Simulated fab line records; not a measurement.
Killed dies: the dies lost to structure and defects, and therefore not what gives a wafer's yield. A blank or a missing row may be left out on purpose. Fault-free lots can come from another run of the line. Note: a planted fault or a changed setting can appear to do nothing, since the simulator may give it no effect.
Chamber matching / flow nand_harc / NHARC_HYBRID_BOND_ACTIVATE_00 on rie_diel-05: 4 sister chambers
The step chemistry N2, time 60 s. 14 wafers are shown with their chamber, then 7 later ones without.

== WAFERS WITH THEIR CHAMBER ==
wafer=L986.1; chamber=2; drypump_motor_current_A (A)=5.7; rf_vpp_V (V)=62.9; oes_product_au (a.u.)=1.012
wafer=L986.2; chamber=0; drypump_motor_current_A (A)=5.3; rf_vpp_V (V)=64.9; oes_product_au (a.u.)=1.005
wafer=L986.5; chamber=2; drypump_motor_current_A (A)=5.7; rf_vpp_V (V)=63.3; oes_product_au (a.u.)=1.014
wafer=L987.2; chamber=2; drypump_motor_current_A (A)=5.7; rf_vpp_V (V)=63.7; oes_product_au (a.u.)=1.005
wafer=L987.3; chamber=3; drypump_motor_current_A (A)=6.3; rf_vpp_V (V)=65.1; oes_product_au (a.u.)=0.996
wafer=L987.5; chamber=3; drypump_motor_current_A (A)=6.3; rf_vpp_V (V)=64.3; oes_product_au (a.u.)=0.987
wafer=L988.3; chamber=0; drypump_motor_current_A (A)=5.3; rf_vpp_V (V)=63.8; oes_product_au (a.u.)=1.007
wafer=L988.5; chamber=2; drypump_motor_current_A (A)=5.8; rf_vpp_V (V)=63.5; oes_product_au (a.u.)=1.010
wafer=L988.6; chamber=3; drypump_motor_current_A (A)=6.3; rf_vpp_V (V)=64.1; oes_product_au (a.u.)=0.993
wafer=L992.2; chamber=2; drypump_motor_current_A (A)=5.8; rf_vpp_V (V)=63.8; oes_product_au (a.u.)=0.993
wafer=L992.4; chamber=3; drypump_motor_current_A (A)=6.3; rf_vpp_V (V)=62.5; oes_product_au (a.u.)=1.004
wafer=L992.6; chamber=0; drypump_motor_current_A (A)=5.3; rf_vpp_V (V)=64.5; oes_product_au (a.u.)=0.985
wafer=L997.1; chamber=1; drypump_motor_current_A (A)=6.3; rf_vpp_V (V)=62.8; oes_product_au (a.u.)=0.997
wafer=L997.3; chamber=3; drypump_motor_current_A (A)=6.3; rf_vpp_V (V)=64.2; oes_product_au (a.u.)=1.003

SIGNATURES (means of the wafers above)
reading=drypump_motor_current_A; chamber 0=5.300; chamber 1=6.300; chamber 2=5.740; chamber 3=6.300; scatter within a chamber=0.0346
reading=rf_vpp_V; chamber 0=64.400; chamber 1=62.800; chamber 2=63.440; chamber 3=64.040; scatter within a chamber=0.687
reading=oes_product_au; chamber 0=0.99900; chamber 1=0.99700; chamber 2=1.00680; chamber 3=0.99660; scatter within a chamber=0.00883
Rule: a wafer's distance from a chamber is the root of the sum, over the readings, of the square of ((its reading less the chamber's mean) divided by the reading's scatter). The wafer belongs to the nearest chamber; if the next one is less than 2 further off, it can't be placed. The scatter: take each reading less its chamber's mean, square it, sum over the shown wafers, divide by the number of wafers less the number of chambers, and take the root.

== WAFERS WITHOUT THEIR CHAMBER ==
wafer=L997.6; drypump_motor_current_A (A)=6.3; rf_vpp_V (V)=64.0; oes_product_au (a.u.)=0.998
wafer=L102.1; drypump_motor_current_A (A)=5.3; rf_vpp_V (V)=64.8; oes_product_au (a.u.)=0.994
wafer=L102.4; drypump_motor_current_A (A)=6.3; rf_vpp_V (V)=64.4; oes_product_au (a.u.)=0.989
wafer=L102.5; drypump_motor_current_A (A)=6.3; rf_vpp_V (V)=64.4; oes_product_au (a.u.)=0.981
wafer=L107.1; drypump_motor_current_A (A)=6.3; rf_vpp_V (V)=65.2; oes_product_au (a.u.)=0.995
wafer=L107.2; drypump_motor_current_A (A)=5.3; rf_vpp_V (V)=65.5; oes_product_au (a.u.)=0.988
wafer=L107.5; drypump_motor_current_A (A)=5.3; rf_vpp_V (V)=64.4; oes_product_au (a.u.)=0.987

== EACH ONE'S CHAMBER ==
wafer=L997.6; from the rows above=can't be placed: 3 or 1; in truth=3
wafer=L102.1; from the rows above=0; in truth=0
wafer=L102.4; from the rows above=can't be placed: 3 or 1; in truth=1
wafer=L102.5; from the rows above=can't be placed: 3 or 1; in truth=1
wafer=L107.1; from the rows above=can't be placed: 3 or 1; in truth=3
wafer=L107.2; from the rows above=0; in truth=0
wafer=L107.5; from the rows above=0; in truth=0
3 of 7 placed correctly. Unplaceable from these rows: 4, with the true chamber sitting among the candidates in 4. Placed wrongly: 0.
